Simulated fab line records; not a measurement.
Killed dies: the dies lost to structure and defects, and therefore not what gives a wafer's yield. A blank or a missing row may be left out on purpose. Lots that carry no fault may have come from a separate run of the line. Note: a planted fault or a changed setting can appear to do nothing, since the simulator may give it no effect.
Problem report in the 8D (eight disciplines) form, filled by code -- flow nand_harc -- the parts of the form that need people (team, actions taken, sign-off) are left out

## 1. THE PROBLEM
Wafers without a fault read 23.01 C, standard deviation 0.11; developer_temp_C at NHARC_P_M1_DEVELOP_08 reads a mean of 23.91 C on 6 wafers belonging to 2 lots. That is +8.2 standard deviations from the usual mean.
The step: develop time 35 s.
First seen on wafer L260.1, day 9 07:00, on litho_track-04. Wafers with a number at this step in the record: 42, from 14 lots. By rule, "out" or "out of limits" means more than 4 standard deviations away from the usual mean. The rest of the wafers with a number are treated as sound.

## 2. WHAT IT IS, WHAT IT ISN'T
question,is,is not
which readings at this step,developer_temp_C,-
which lots,"L260, L262","L253, L255, L256, L257, L268, L269, L270, L271, L272, L274, L275, L276"
which wafers of those lots,all that have a number,-
read on which tools,litho_track-04,"litho_track-01, litho_track-06"
when,from day 9 07:00,"up to then (12 sound wafers); but 24 sound wafers of L268, L269, L270, L271, L272, L274, L275, L276 came after"

## 3. WHAT RULES OUT EACH SUSPECT
Counting: a tool at a process step up to the reading stays a suspect if it ran every lot that is out and no sound lot after the first of them.
- litho_track-04 at NHARC_P_M1_DEVELOP_08 (develop time 35 s): ruled out as a lasting fault. Sound lots L272, L274, L276 ran on it after its first lot that is out, L260 (day 9 07:00).
Left after counting: nothing in the record.

## 4. THE CAUSE (what the simulator had put in)
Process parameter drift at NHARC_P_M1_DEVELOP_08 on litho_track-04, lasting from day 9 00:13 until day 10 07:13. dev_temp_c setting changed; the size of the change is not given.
Counting ruled it out, wrongly.

## 5. SEQUENCE OF EFFECTS, ordered by route
Each row: a reading whose mean over the struck wafers that have a number lies more than 3 standard deviations from the usual. Only readings whose record carries a usual standard deviation are examined. hours: median over the lots of the time between each lot's start at the first step of this table that gives one and its start at this step. sigmas: the change, counted in usual standard deviations.
hours,step,reading,usual,on struck wafers,change,sigmas
0,NHARC_P_M1_DEVELOP_08,developer_temp_C,23.01 C,23.91,+0.90,+8.2
The process steps in it:
- NHARC_P_M1_DEVELOP_08: develop time 35 s.
Later steps that measure or inspect, where all struck wafers having a row at the step show a number for every such reading and not one has moved that far: NHARC_P_M1_INSPECT_11, NHARC_END_SORT_01.

## 6. WHAT WOULD HAVE CAUGHT IT SOONER
The fault began at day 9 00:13; the first out-of-limits reading in this record came at day 9 07:00, 7 hours later.
